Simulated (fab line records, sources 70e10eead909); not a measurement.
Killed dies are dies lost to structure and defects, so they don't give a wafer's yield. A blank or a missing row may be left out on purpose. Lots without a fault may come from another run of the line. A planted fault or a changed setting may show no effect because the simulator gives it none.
fab line records | flow nand_harc
record lots=6 wafers=18 last_day=23
route steps=1159 shown A_CHANNEL_HOLE_D1@488 A_CHANNEL_FILL_D1@490 END@1159
lots that met no fault: from a run of the same line without faults
start_h: hours from the record's first day to the start of the lot's first wafer shown | wait_h: hours since the lot's step before | " the same as in the row above | L1.1+2: a row that stands for several wafers | - no value, or no start given | * or withheld: withheld | < > ~ a bound
route shown NAME@n: a module of which the file shows steps, and the number in the route of the first | usual: mean/standard deviation of fault-free wafers | same: alike in all rows | chamber/n: place in a boat | sites: the reading at each site | _std_site: their standard deviation | _edge_site: outer sites' mean less inner sites' | radius_mm: how far each site lies from the wafer's centre | mask NAME#n: copy n | behind: the tool/chamber that last shaped the wafer | hold: why the lot was held/for how many hours/how that ended | device: the transistor (n, p or np) that didn't switch | end of line: the same wafers' tests at the end of the route | a step without rows: its recipe alone | killed: dies lost to structure and defects at the first sort, not the wafer's yield | map: a wafer's dies, x killed, . not, _ none there
set.NAME: the setting as run; set.NAME@STEP: as run at that earlier step | model.NAME: the simulator's own value behind a step, which no gauge read
lots at some steps of the route; a table a step, a row a wafer
services: from which hour (start_h, from the record's first day; less than 0 if before it) a tool's chamber was out of use, for how many hours, and why
## steps
# step NHARC_A_CHANNEL_HOLE_D1_XSEM_31
# recipe landing_energy_ev=35000
# step NHARC_A_CHANNEL_HOLE_D1_INSPECT_40
# usual raw_defect_count=58/15
# columns lot.wafer tool chamber start_h wait_h raw_defect_count
L556.1 defect_inspect-02 - 200.89 - 56
L556.3 " - " " 45
L556.6 " - " " 41
L555.1 defect_inspect-01 - 208.12 - 64
L555.2 " - " " 90
L555.4 " - " " 68
L558.2 defect_inspect-01 - 218.00 - 59
L558.4 " - " " 61
L558.6 " - " " 61
L562.1 defect_inspect-02 - 231.27 - 68
L562.3 " - " " 64
L562.5 " - " " 79
L568.1 defect_inspect-01 - 280.08 - 66
L568.2 " - " " 58
L568.5 " - " " 82
L570.1 defect_inspect-02 - 290.18 - 44
L570.2 " - " " 48
L570.6 " - " " 36
# step NHARC_A_CHANNEL_FILL_D1_PRECLEAN_00
# recipe time_s=* temp_c=50 bath_age_min=0 chemistry=SC1
# step NHARC_A_CHANNEL_FILL_D1_SRD_01
# step NHARC_A_CHANNEL_FILL_D1_ALD_02
# recipe target_thk_a=60 pulse_time_s=10 ald_cycles=60 temp_c=300 material=SiO2
# step NHARC_A_CHANNEL_FILL_D1_ALD_03
# recipe target_thk_a=60 pulse_time_s=60 ald_cycles=58 temp_c=630 pressure_torr=2 material=SiNx
# usual precursor_pulse_height_rel=0.998/0.021
# columns lot.wafer tool chamber start_h wait_h precursor_pulse_height_rel
L556.1 ald_sin_batch-02 0 - - 0.984
L556.3 " 0 " " 0.997
L556.6 " 0 " " 0.974
L555.1 ald_sin_batch-02 0 - - 0.987
L555.2 " 0 " " 0.975
L555.4 " 0 " " 1.016
L558.2 ald_sin_batch-01 0 - - 1.021
L558.4 " 0 " " 0.999
L558.6 " 0 " " 1.004
L562.1 ald_sin_batch-01 0 - - 0.979
L562.3 " 0 " " 0.953
L562.5 " 0 " " 1.020
L568.1 ald_sin_batch-03 0 - - 1.009
L568.2 " 0 " " 1.009
L568.5 " 0 " " 1.020
L570.1 ald_sin_batch-03 0 - - 1.009
L570.2 " 0 " " 0.988
L570.6 " 0 " " 0.984
# step NHARC_A_CHANNEL_FILL_D1_ALD_14
# recipe target_thk_a=25 pulse_time_s=10 ald_cycles=25 temp_c=300 material=SiO2
# usual heater_power_outer_w=280/23 heater_power_w=485/49 precursor_pulse_height_rel=1.002/0.019
# columns lot.wafer tool chamber start_h wait_h heater_power_outer_w heater_power_w precursor_pulse_height_rel
L556.1 ald_hk-02 2 207.86 0.0 245 402 1.003
L556.3 " 3 " " 265 450 0.999
L556.6 " 2 " " 260 398 1.018
L555.1 ald_hk-02 1 215.31 0.0 278 516 0.995
L555.4 " 2 " " 245 394 0.980
L555.2 " 0 " " 309 543 1.013
L558.2 ald_hk-01 1 224.88 0.1 272 471 0.998
L558.4 " 3 " " 325 551 1.025
L558.6 " 0 " " 291 542 1.033
L562.1 ald_hk-02 0 242.68 2.0 308 528 0.989
L562.3 " 2 " " 249 400 0.979
L562.5 " 0 " " 304 526 0.981
L568.1 ald_hk-01 0 288.66 1.4 318 552 0.977
L568.2 " 2 " " 298 509 1.016
L568.5 " 3 " " 321 522 0.984
L570.1 ald_hk-02 1 297.43 0.0 259 476 1.028
L570.2 " 3 " " 248 422 1.031
L570.6 " 1 " " 266 464 0.980
# step NHARC_A_CHANNEL_FILL_D1_ALD_15
# recipe target_thk_a=20 pulse_time_s=60 ald_cycles=19 temp_c=630 pressure_torr=2 material=SiNx
# step NHARC_A_CHANNEL_FILL_D1_ALD_16
# recipe target_thk_a=15 pulse_time_s=10 ald_cycles=15 temp_c=300 material=SiO2
# usual heater_power_outer_w=279/23 heater_power_w=483/50 precursor_pulse_height_rel=1.001/0.018
# columns lot.wafer tool chamber start_h wait_h heater_power_outer_w heater_power_w precursor_pulse_height_rel
L556.3 ald_hk-02 2 213.06 0.1 251 401 1.013
L556.1 " 3 " " 265 431 1.013
L556.6 " 1 " " 282 486 1.037
L555.2 ald_hk-02 0 220.53 0.1 308 534 1.004
L555.1 " 1 " " 279 498 1.015
L555.4 " 2 " " 249 396 0.988
L558.4 ald_hk-04 1 233.52 3.5 248 411 0.986
L558.2 " 0 " " 290 516 0.993
L558.6 " 1 " " 250 415 0.996
L562.1 ald_hk-02 1 247.61 0.0 276 501 1.018
L562.3 " 3 " " 267 434 0.991
L562.5 " 1 " " 280 496 0.985
L568.2 ald_hk-02 1 293.62 0.1 265 466 1.006
L568.1 " 2 " " 259 418 1.052
L568.5 " 0 " " 316 533 0.994
L570.1 ald_hk-01 3 304.46 1.9 316 515 0.986
L570.2 " 0 " " 320 564 0.982
L570.6 " 0 " " 315 560 1.013
# step NHARC_A_CHANNEL_FILL_D1_ANNEAL_17
# recipe temp_c=850 time_s=1800
# step NHARC_A_CHANNEL_FILL_D1_CVD_18
# recipe target_thk_a=30 temp_c=550 material=poly-Si
# step NHARC_A_CHANNEL_FILL_D1_ETCHBACK_19
# recipe target_depth_a=50 time_s=1.7 hbr_flow_sccm=150 cl2_flow_sccm=50 rf_w=400 icp_w=400 bias_w=100 chemistry=HBr/Cl2
# usual bias_w=100.04/0.27 chamber_pressure_mTorr=15.000/0.014 drypump_motor_current_A=5.9/0.36 mfc_cl2_sccm=49.99/0.16 oes_product_au=0.999/0.0099 throttle_valve_pct=26.406/0.0091
# columns lot.wafer tool chamber start_h wait_h bias_w chamber_pressure_mTorr drypump_motor_current_A mfc_cl2_sccm oes_product_au rf_hours_counter_h throttle_valve_pct
L556.1 rie_si-06 2 224.50 0.4 100.29 15.024 5.7 50.10 1.008 0.5 26.411
L556.3 " 3 " " 100.05 14.980 5.9 49.96 1.007 0.4 26.408
L556.6 " 1 " " 100.22 15.004 6.5 49.93 0.997 - 26.405
L555.1 rie_si-06 3 232.25 0.4 99.94 14.998 5.9 49.93 1.005 0.4 26.384
L555.4 " 0 " " 100.04 15.002 5.2 49.85 0.997 0.4 26.417
L555.2 " 1 " " 99.90 14.988 6.5 49.82 0.996 0.5 26.398
L558.4 rie_si-04 2 245.22 0.4 99.70 15.014 5.7 50.01 0.999 1.2 26.413
L558.2 " 3 " " 100.28 15.010 6.4 50.14 0.989 1.2 26.411
L558.6 " 1 " " 99.65 14.978 5.6 50.18 0.986 - 26.391
L562.1 rie_si-06 1 259.24 0.4 100.30 15.012 6.5 49.94 0.986 0.8 26.403
L562.3 " 0 " " 100.35 14.997 5.2 50.27 0.997 0.6 26.396
L562.5 " 2 " " 100.07 15.002 5.7 49.80 1.000 - 26.415
L568.1 rie_si-05 0 305.46 0.4 99.83 14.998 5.8 50.12 0.985 0.4 26.414
L568.2 " 3 " " 100.32 14.982 6.2 50.03 0.988 0.4 26.407
L568.5 " 3 " " 100.56 15.007 6.2 50.03 0.987 - 26.416
L570.2 rie_si-04 3 316.22 0.4 100.11 15.009 6.4 49.76 1.001 0.3 26.404
L570.1 " 0 " " 100.35 15.003 6.1 49.80 0.996 0.3 26.424
L570.6 " 2 " " 99.98 15.025 5.7 49.76 1.018 - 26.405
# step NHARC_A_CHANNEL_FILL_D1_ETCHBACK_20
# recipe target_depth_a=270 time_s=13.5 c4f8_flow_sccm=withheld o2_flow_sccm=8 ar_flow_sccm=withheld rf_w=600 bias_w=1500 chemistry=C4F8/O2/Ar
# usual bias_w=1500/5.1 chamber_pressure_mTorr=25.000/0.023 oes_product_au=0.97/0.036 rf_vpp_V=979/5.6
# columns lot.wafer tool chamber start_h wait_h bias_w chamber_pressure_mTorr oes_product_au rf_hours_counter_h rf_vpp_V
L556.3 rie_diel-02 3 224.63 - 1507 24.991 0.99 2 979
L556.1 " 0 " " 1503 24.999 1.02 2 975
L556.6 " 2 " " 1493 25.034 1.00 - 987
L555.4 rie_diel-02 0 232.37 - 1503 25.039 1.00 2 975
L555.2 " 1 " " 1502 24.979 1.00 2 977
L555.1 " 2 " " 1493 24.977 0.99 2 985
L558.2 rie_diel-02 0 245.34 - 1502 24.987 1.01 2 974
L558.4 " 1 " " 1498 24.998 1.02 2 979
L558.6 " 3 " " 1488 25.018 1.00 - 979
L562.1 rie_diel-13 0 259.38 - 1497 25.016 0.97 5 972
L562.3 " 2 " " 1500 24.976 1.00 6 987
L562.5 " 3 " " 1496 25.007 1.00 - 974
L568.2 rie_diel-13 2 305.62 - - - - - -
L568.1 " 3 " " - - - - -
L568.5 " 1 " " - - - - -
L570.1 rie_diel-02 3 316.34 - - - - - -
L570.2 " 1 " " - - - - -
L570.6 " 0 " " - - - - -
# step NHARC_A_CHANNEL_FILL_D1_STRIP_28
# recipe time_s=20 o2_flow_sccm=500 ar_flow_sccm=0 bias_w=0 chemistry=O2
# usual drypump_motor_current_A=5.8/0.44 oes_product_au=1.002/0.011 rf_vpp_V=57.9/0.86 showerhead_plenum_p_Torr=3.55/0.14 throttle_valve_pct=17.035/0.0085
# columns lot.wafer tool chamber start_h wait_h drypump_motor_current_A oes_product_au rf_hours_counter_h rf_vpp_V showerhead_plenum_p_Torr throttle_valve_pct
L556.1 rie_diel-02 1 224.72 0.1 6.4 1.033 2 57.6 3.50 17.049
L556.3 " 3 " " 5.9 1.009 2 58.1 3.55 17.023
L556.6 " 1 " " 6.4 1.023 - 57.8 3.50 17.038
L555.4 rie_diel-02 1 232.46 0.1 6.4 1.015 2 56.6 3.50 17.040
L555.1 " 2 " " 5.1 1.000 2 57.5 3.75 17.020
L555.2 " 0 " " 5.8 1.010 2 57.7 3.44 17.032
L558.2 rie_diel-02 3 245.43 0.1 5.9 0.995 2 58.4 3.55 17.044
L558.4 " 0 " " 5.9 1.024 2 57.0 3.44 17.035
L558.6 " 3 " " 5.9 1.002 - 58.3 3.55 17.025
L562.3 rie_diel-13 3 259.46 0.1 6.1 1.008 6 58.2 3.42 17.032
L562.1 " 0 " " 5.6 1.001 5 56.8 3.38 17.035
L562.5 " 3 " " 6.1 1.011 - 56.2 3.42 17.038
L568.2 rie_diel-13 1 305.70 0.1 6.5 0.995 1 58.4 3.55 17.040
L568.1 " 2 " " 5.8 0.990 1 59.4 3.76 17.035
L568.5 " 1 " " 6.5 0.988 - 58.1 3.54 17.031
L570.1 rie_diel-02 1 316.44 0.1 6.4 1.018 4 57.2 3.50 17.031
L570.2 " 2 " " 5.2 0.997 4 60.2 3.75 17.022
L570.6 " 0 " " 5.8 1.007 - 57.6 3.44 17.041
# step NHARC_END_SORT_01
# recipe temp_c=25
# usual killed_at_array=29/11 killed_at_other=0.7/1.1 killed_at_periphery=2.9/2.2 killed_dies=33/11 killed_open=3.1/1.8 killed_short=1.9/1.4
# same gross_dies=677
# columns lot.wafer tool chamber start_h wait_h killed_at_array killed_at_other killed_at_periphery killed_dies killed_open killed_short
L568.1 prober-01 0 534.15 2.5 676 0 1 677 4 1
L568.2 prober-01 0 534.94 2.8 675 0 2 677 0 4
L568.5 prober-01 0 537.32 3.7 672 0 5 677 5 3
L570.1 prober-01 0 541.89 2.5 670 1 6 677 3 1
L570.2 prober-01 0 542.68 2.8 673 0 4 677 2 4
L570.6 prober-01 0 545.88 4.0 673 0 4 677 5 2
# killed by level:class
L568.1 A_CHANNEL_FILL_D1:area_etchback=632 A_CHANNEL_HOLE_D1:chamber_film_flake=15 A_SLIT:chamber_film_flake=14 A_STAIRCASE:chamber_film_flake=6 A_CONTACT:chamber_film_flake=4 P_M0:geometric_particle:open=1 A_CHANNEL_FILL_D1:geometric_particle:open=1 A_CONTACT:geometric_particle:open=1
L568.2 A_CHANNEL_FILL_D1:area_etchback=639 A_CHANNEL_HOLE_D1:chamber_film_flake=15 A_SLIT:chamber_film_flake=14 A_STAIRCASE:chamber_film_flake=2 P_CONTACT:geometric_particle:short=1 A_CHANNEL_FILL_D1:geometric_particle:short=1 A_STAIRCASE:geometric_particle:short=1 A_CONTACT:geometric_particle:short=1
L568.5 A_CHANNEL_FILL_D1:area_etchback=621 A_CHANNEL_HOLE_D1:chamber_film_flake=23 A_SLIT:chamber_film_flake=20 P_CONTACT:geometric_particle:open=2 A_ONON_D1:geometric_particle:open=2 A_CONTACT:chamber_film_flake=2 P_CONTACT:geometric_particle:short=1 A_ONON_D1:geometric_particle:short=1
L570.1 A_CHANNEL_FILL_D1:area_etchback=639 A_SLIT:chamber_film_flake=11 A_CONTACT:chamber_film_flake=7 A_CHANNEL_HOLE_D1:chamber_film_flake=5 A_STAIRCASE:chamber_film_flake=3 P_STI:chamber_film_flake=2 P_GATE:chamber_film_flake=2 A_CHANNEL_FILL_D1:chamber_film_flake=2
L570.2 A_CHANNEL_FILL_D1:area_etchback=650 A_SLIT:chamber_film_flake=9 P_GATE:chamber_film_flake=4 A_CONTACT:chamber_film_flake=4 A_STAIRCASE:chamber_film_flake=3 A_WL_FILL:geometric_particle:short=2 A_CHANNEL_FILL_D1:geometric_particle:short=1 A_SGD_CUT:geometric_particle:short=1
L570.6 A_CHANNEL_FILL_D1:area_etchback=638 A_SLIT:chamber_film_flake=17 A_STAIRCASE:chamber_film_flake=6 A_CHANNEL_HOLE_D1:chamber_film_flake=3 A_CONTACT:chamber_film_flake=3 P_GATE:geometric_particle:open=1 P_M0:geometric_particle:open=1 A_ONON_D1:geometric_particle:short=1
# map L568.1 (x killed, . not)
____________x____________
_________xxxxxxx_________
_______xxxxxxxxxxx_______
______xxxxxxxxxxxxx______
_____xxxxxxxxxxxxxxx_____
____xxxxxxxxxxxxxxxxx____
____xxxxxxxxxxxxxxxxx____
___xxxxxxxxxxxxxxxxxxx___
___xxxxxxxxxxxxxxxxxxx___
__xxxxxxxxxxxxxxxxxxxxx__
__xxxxxxxxxxxxxxxxxxxxx__
_xxxxxxxxxxxxxxxxxxxxxxx_
_xxxxxxxxxxxxxxxxxxxxxxx_
_xxxxxxxxxxxxxxxxxxxxxxx_
_xxxxxxxxxxxxxxxxxxxxxxx_
_xxxxxxxxxxxxxxxxxxxxxxx_
xxxxxxxxxxxxxxxxxxxxxxxxx
xxxxxxxxxxxxxxxxxxxxxxxxx
xxxxxxxxxxxxxxxxxxxxxxxxx
xxxxxxxxxxxxxxxxxxxxxxxxx
xxxxxxxxxxxxxxxxxxxxxxxxx
_xxxxxxxxxxxxxxxxxxxxxxx_
_xxxxxxxxxxxxxxxxxxxxxxx_
_xxxxxxxxxxxxxxxxxxxxxxx_
_xxxxxxxxxxxxxxxxxxxxxxx_
_xxxxxxxxxxxxxxxxxxxxxxx_
__xxxxxxxxxxxxxxxxxxxxx__
__xxxxxxxxxxxxxxxxxxxxx__
___xxxxxxxxxxxxxxxxxxx___
___xxxxxxxxxxxxxxxxxxx___
____xxxxxxxxxxxxxxxxx____
____xxxxxxxxxxxxxxxxx____
_____xxxxxxxxxxxxxxx_____
______xxxxxxxxxxxxx______
_______xxxxxxxxxxx_______
_________xxxxxxx_________
____________x____________
# map L570.1 (x killed, . not)
____________x____________
_________xxxxxxx_________
_______xxxxxxxxxxx_______
______xxxxxxxxxxxxx______
_____xxxxxxxxxxxxxxx_____
____xxxxxxxxxxxxxxxxx____
____xxxxxxxxxxxxxxxxx____
___xxxxxxxxxxxxxxxxxxx___
___xxxxxxxxxxxxxxxxxxx___
__xxxxxxxxxxxxxxxxxxxxx__
__xxxxxxxxxxxxxxxxxxxxx__
_xxxxxxxxxxxxxxxxxxxxxxx_
_xxxxxxxxxxxxxxxxxxxxxxx_
_xxxxxxxxxxxxxxxxxxxxxxx_
_xxxxxxxxxxxxxxxxxxxxxxx_
_xxxxxxxxxxxxxxxxxxxxxxx_
xxxxxxxxxxxxxxxxxxxxxxxxx
xxxxxxxxxxxxxxxxxxxxxxxxx
xxxxxxxxxxxxxxxxxxxxxxxxx
xxxxxxxxxxxxxxxxxxxxxxxxx
xxxxxxxxxxxxxxxxxxxxxxxxx
_xxxxxxxxxxxxxxxxxxxxxxx_
_xxxxxxxxxxxxxxxxxxxxxxx_
_xxxxxxxxxxxxxxxxxxxxxxx_
_xxxxxxxxxxxxxxxxxxxxxxx_
_xxxxxxxxxxxxxxxxxxxxxxx_
__xxxxxxxxxxxxxxxxxxxxx__
__xxxxxxxxxxxxxxxxxxxxx__
___xxxxxxxxxxxxxxxxxxx___
___xxxxxxxxxxxxxxxxxxx___
____xxxxxxxxxxxxxxxxx____
____xxxxxxxxxxxxxxxxx____
_____xxxxxxxxxxxxxxx_____
______xxxxxxxxxxxxx______
_______xxxxxxxxxxx_______
_________xxxxxxx_________
____________x____________
## services
# columns tool chamber start_h hours kind
rie_diel-13 0 180.61 1.3 repair
rie_si-06 - 183.00 9.0 pm
rie_diel-02 0 184.20 - clean
rie_diel-02 1 184.20 - clean
rie_diel-02 2 184.20 - clean
rie_diel-02 3 184.20 - clean
ald_hk-04 - 187.07 10.0 pm
rie_diel-02 2 206.69 10.9 repair
rie_diel-02 0 208.70 - clean
rie_diel-02 1 208.70 - clean
rie_diel-02 3 208.70 - clean
rie_si-05 1 210.44 15.3 repair
rie_diel-02 0 233.20 - clean
rie_diel-02 1 233.20 - clean
rie_diel-02 2 233.20 - clean
rie_diel-02 3 233.20 - clean
rie_si-05 - 239.00 9.0 pm
rie_diel-02 0 257.70 - clean
rie_diel-13 - 276.00 9.0 pm
rie_si-04 - 276.00 9.0 pm
ald_hk-02 - 280.00 10.0 pm
rie_diel-02 3 280.62 8.2 repair
rie_si-05 1 291.86 22.1 repair
ald_sin_batch-03 - 314.00 26.0 pm
## key
first_sign step=NHARC_A_CHANNEL_FILL_D1_ETCHBACK_20 reading=tool_record direction=missing
effect step=NHARC_END_SORT_01 reading=killed_dies direction=up sigmas=58 usual=33 struck=677
more_kills_born_at NHARC_A_CHANNEL_FILL_D1_ETCHBACK_20@rie_diel-02=1927 NHARC_A_CHANNEL_FILL_D1_ETCHBACK_20@rie_diel-13=1892
met_at NHARC_A_CHANNEL_FILL_D1_ETCHBACK_20
struck_wafers L568.1,L568.2,L568.5,L570.1,L570.2,L570.6
later_rows_left_out L568.1,L568.2,L568.5,L570.1,L570.2,L570.6
tester_left_out L568,L570
onset_between 259.38 305.62
fault kind=skipped_step_whole tool=rie_diel-02,rie_diel-13 chamber=- onset_h=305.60 steps=NHARC_A_CHANNEL_FILL_D1_ETCHBACK_20 scope=struck_lots_only
# tester_left_out: of these lots the tester's yield and bins aren't shown, on N5 and GAA mostly nor the transistor test; their killed dies are dies lost to structure and defects alone, not to doping, threshold or leakage, so they don't give the yield
# later_rows_left_out: the simulator's readings of these wafers behind a module that went badly wrong aren't trusted and aren't shown, but for the sort
